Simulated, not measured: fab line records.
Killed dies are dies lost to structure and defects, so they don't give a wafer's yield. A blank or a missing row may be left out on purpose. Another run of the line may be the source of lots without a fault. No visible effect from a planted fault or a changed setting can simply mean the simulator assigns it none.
Problem report in the 8D (eight disciplines) form, filled by code -- flow n5_finfet -- the parts of the form that need people (team, actions taken, sign-off) are left out

1. THE PROBLEM
VT_N_LONG at N5_BEOL_M4_RC_MEAS_101 reads a mean of 296.8 mV on 1 wafer of 1 lot; wafers without a fault read 274.8 mV with a standard deviation of 1.7. That puts it +13 standard deviations away from the usual mean.
First seen on wafer L461.6, day 9 15:38, on prober-01. The record has a number at this step for 9 wafers belonging to 3 lots. By rule, "out" or "out of limits" means more than 4 standard deviations away from the usual mean. Any other wafer with a number is counted as sound.

2. WHAT THIS IS AND IS NOT
question,is,is not
which readings at this step,"VT_N_LONG, IOFF_N_LONG, ION_N, VT_N, VT_N_LVT","DIBL_N, DIBL_P, IOFF_P, ION_P, SS_N, SS_P, VT_P"
which lots,L461,"L471, L475"
which wafers of those lots,L461.6,"L461.4, L461.5"
read on which gauges,prober-01,prober-02
when,from day 9 15:38,"up to then (2 sound wafers); but 6 sound wafers of L471, L475 came after"

3. SUSPECTS, AND WHAT RULES EACH OUT
Counting: any tool at a process step up to the reading remains a suspect provided it ran every lot that is out. Sound lots after the first of them don't rule it out here, since some wafers of a struck lot are sound.
- the gauge at N5_BEOL_M4_RC_MEAS_101: kept. All the wafers that are out were read on prober-01, and no step on other tools shows them out.
- ald_metal-01 at N5_HKMG_FIN_NWFM_ALD_20 (deposits TiAlC, target thk 2 nm, pulse time 3 s, purge time 2 s): kept. It ran the lot that is out, L461 (day 6 03:08).
- ald_metal-01, N5_HKMG_FIN_NWFM_ALD_20: wafers that are out in chamber 3, sound lot-mates in chambers 0, 2.
The count leaves prober-01 at N5_BEOL_M4_RC_MEAS_101 and ald_metal-01 at N5_HKMG_FIN_NWFM_ALD_20.

4. THE CAUSE (what the simulator had put in)
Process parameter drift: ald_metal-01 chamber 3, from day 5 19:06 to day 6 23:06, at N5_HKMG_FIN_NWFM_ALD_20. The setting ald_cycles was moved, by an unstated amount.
After counting, 2 suspects remain, this tool included.

5. SEQUENCE OF EFFECTS, ordered by route
Rows list readings where the struck wafers' mean (over those with a number) sits beyond 3 standard deviations from the usual. Only readings for which the record gives a usual standard deviation are gone through. hours: the time from each lot's start at the first step in this table that gives one to its start at this step, as a median over the lots. sigmas: the change in usual standard deviations.
hours,step,reading,usual,on struck wafers,change,sigmas
0,N5_BEOL_M4_RC_MEAS_101,IOFF_N_85C,3.4 nA/um,1.5,-1.9,-3.1
0,N5_BEOL_M4_RC_MEAS_101,IOFF_N_LIN,0.080 nA/um,0.031,-0.049,-3.5
0,N5_BEOL_M4_RC_MEAS_101,IOFF_N_LONG,5.54e-05 nA/um,3.43e-05,-2.11e-05,-9.2
0,N5_BEOL_M4_RC_MEAS_101,ION_N,681 uA/um,628,-53,-4.1
0,N5_BEOL_M4_RC_MEAS_101,VT_N,249 mV,274,+25,+7.4
0,N5_BEOL_M4_RC_MEAS_101,VT_N_LONG,274.8 mV,296.8,+22.0,+13
0,N5_BEOL_M4_RC_MEAS_101,VT_N_LVT,98 mV,125,+27,+7.9
99,N5_PASSIVATION_PROBE_49,sort_bin_8_speed,0.00 %,24.15,+24.15,+99 or more
99,N5_PASSIVATION_PROBE_49,sort_n_pass,1075,814,-261,-16
99,N5_PASSIVATION_PROBE_49,sort_yield_pct,91.1 %,69.0,-22.1,-16
It contains these process steps:
- N5_PASSIVATION_PROBE_49

6. WHAT WOULD HAVE CAUGHT IT SOONER
93 hours passed between the start of the fault at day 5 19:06 and the first reading out of limits at a measuring or inspecting step in this record, taken at day 9 15:38.
Of the tool readings at N5_HKMG_FIN_NWFM_ALD_20 for which the record gives a usual standard deviation, none was out on any struck wafer, so an alarm limit of 4 standard deviations on them would not have fired.
The start of N5_HKMG_FIN_NWFM_ALD_20 on ald_metal-01 came by day 9 15:38 for every one of the lots that are out (1). Had the tool been put on hold then, not one of them would have been saved.
